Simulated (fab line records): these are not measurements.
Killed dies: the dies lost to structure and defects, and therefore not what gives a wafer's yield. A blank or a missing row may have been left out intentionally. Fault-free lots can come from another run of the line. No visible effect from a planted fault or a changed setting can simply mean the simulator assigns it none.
Matching of chambers -- flow nandHarc -- rieDiel-01 running NHARC_A_CHANNEL_HOLE_D2_ETCH_44: 4 sister chambers
The step etches the open film in CF4/O2, target depth 140 nm, overetch 14 nm, time 77 s. 8 wafers are shown with their chamber, then 7 later ones without.

## WAFERS WITH THEIR CHAMBER
wafer,chamber,drypumpMotorCurrentA (A),rfVppV (V)
L074.1,1,6.2,195.9
L076.6,3,5.3,200.2
L082.2,1,6.2,198.2
L082.5,0,5.9,198.4
L084.1,3,5.2,199.1
L084.6,2,5.3,197.9
L087.1,2,5.2,196.3
L087.4,0,5.8,198.4

## WAFERS WITH NO CHAMBER GIVEN
wafer,drypumpMotorCurrentA (A),rfVppV (V)
L087.6,5.9,197.5
L093.2,5.3,199.1
L093.3,6.2,197.5
L093.6,5.8,197.8
L095.3,5.3,198.6
L095.5,5.3,197.7
L095.6,5.3,199.2

## WHICH CHAMBER EACH ONE RAN IN
wafer,from the rows above,in truth
L087.6,0,0
L093.2,can't be placed: 3 or 2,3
L093.3,1,1
L093.6,0,0
L095.3,can't be placed: 3 or 2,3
L095.5,can't be placed: 2 or 3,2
L095.6,can't be placed: 3 or 2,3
Correct placement for 3 of the 7. Can't be placed from these rows: 4 (the true chamber is among the candidates in 4). Number placed wrongly: 0.
How it was worked out, from the rows above alone: a wafer's distance from a chamber is the root of the sum, over the readings, of the square of ((its reading less the chamber's mean) divided by the reading's scatter). The wafer belongs to the nearest chamber; if the next one is less than 2 further off, it can't be placed. A chamber's mean is the mean of its shown wafers. The scatter is the square root of a quotient: the sum, over the shown wafers, of each reading's squared deviation from its chamber's mean, divided by wafers minus chambers.
